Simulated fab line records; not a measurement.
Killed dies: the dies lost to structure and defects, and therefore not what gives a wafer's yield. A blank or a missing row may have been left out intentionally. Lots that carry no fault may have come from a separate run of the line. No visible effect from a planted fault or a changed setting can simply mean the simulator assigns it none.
Split-lot study	flow n5-finfet	route with 1938 steps; 7 lots, 21 wafers read

== ABOUT THE SPLIT ==
At N5_BEOL_M1_EXPOSE_08 (exposes mask M1), the setting dose-mj was moved away from the recipe's 33 on 10 of the 21 wafers read, by -3.7% to +7.0%. For the rest of the wafers, this setting stayed at what the recipe calls for.

== FROM THE SPLIT TO THE READING: what the file shows between them, 2 steps ==
- N5_BEOL_M1_PEB_09: peb time 60 s
- N5_BEOL_M1_DEVELOP_10: develop time 30 s

== THE READING ==
At N5_BEOL_M1_CD_MEAS_11: cd-nm in nanometres, against a target cd of 17.05 nm. A value of 17.02 nm with a standard deviation of 0.24 nm is what fault-free wafers of this fab line usually give.

wafer	tool, chamber at the split	dose-mj as run	against the recipe	cd-nm, nm	against lot-mates on the recipe
L075.1	euv-scanner-01, 0	31.77	-3.7%	16.03	-0.66
L075.2	euv-scanner-01, 0	33	recipe	16.59	-
L075.4	euv-scanner-01, 0	33	recipe	16.78	-
L080.3	euv-scanner-01, 0	33	recipe	17.60	-
L080.5	euv-scanner-01, 0	35.3	+7.0%	18.16	+0.56
L080.6	euv-scanner-01, 0	35.3	+7.0%	18.19	+0.59
L082.1	euv-scanner-01, 0	34.3	+3.9%	17.35	no lot-mate on the recipe
L082.3	euv-scanner-01, 0	34.3	+3.9%	17.91	no lot-mate on the recipe
L082.4	euv-scanner-01, 0	34.3	+3.9%	17.60	no lot-mate on the recipe
L084.2	euv-scanner-01, 0	34.86	+5.6%	18.20	+1.25
L084.3	euv-scanner-01, 0	33	recipe	16.95	-
L084.4	euv-scanner-01, 0	34.86	+5.6%	18.17	+1.22
L091.1	euv-scanner-01, 0	33	recipe	16.71	-
L091.3	euv-scanner-01, 0	31.86	-3.5%	16.05	-0.66
L091.6	euv-scanner-01, 0	31.86	-3.5%	15.81	-0.90
L092.1	euv-scanner-01, 0	33	recipe	16.76	-
L092.5	euv-scanner-01, 0	33	recipe	16.88	-
L092.6	euv-scanner-01, 0	33	recipe	17.06	-
L095.3	euv-scanner-01, 0	33	recipe	17.07	-
L095.4	euv-scanner-01, 0	33	recipe	16.96	-
L095.6	euv-scanner-01, 0	33	recipe	16.79	-

THE FIT
A straight line over all 21 wafers: cd-nm changes by +0.211 nm for each +1% of dose-mj; r = +0.94; the points scatter about the line by 0.24 nm.
The same after taking each lot's own level away (the mean of its wafers on the recipe; 18 wafers): +0.153 nm for each +1%; r = +0.90; scatter 0.25 nm.
That fit puts the effect of the largest move of dose-mj on the reading at 1.1 nm.
Measured against the standard deviation above, the lots' own levels, which go from 16.685 to 17.600 nm, span 3.8 times it.
Hence the slope depends on the lot-to-lot level, as the two fits are not the same.
Check: with one of the wafers moved furthest among these (+7.0%) left out of the fit, the line predicts +1.18 nm for it against its lot-mates. Against them it came out at +0.56 nm.

== FURTHER SPLITS ON THESE WAFERS ==
Before the reading, these wafers also passed through other splits. Each is held against what the fit with the lots' levels taken away leaves over:
other split on the same wafers	wafers away from the commonest value	r with cd-nm (lot level and that fit taken away)
N5_BEOL_M0_SAQP_SPACER1_ALD_98 ald-cycles	6	-0.02
N5_BEOL_M0_SAQP_COAT_105 spin-rpm	6	+0.42
N5_BEOL_M1_HM_DEP_02 target-thk-a	7	-0.18

== THE FILE'S OWN FIT ==
cd-nm changes by +0.152 nm for each +1% of dose-mj, r = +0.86.
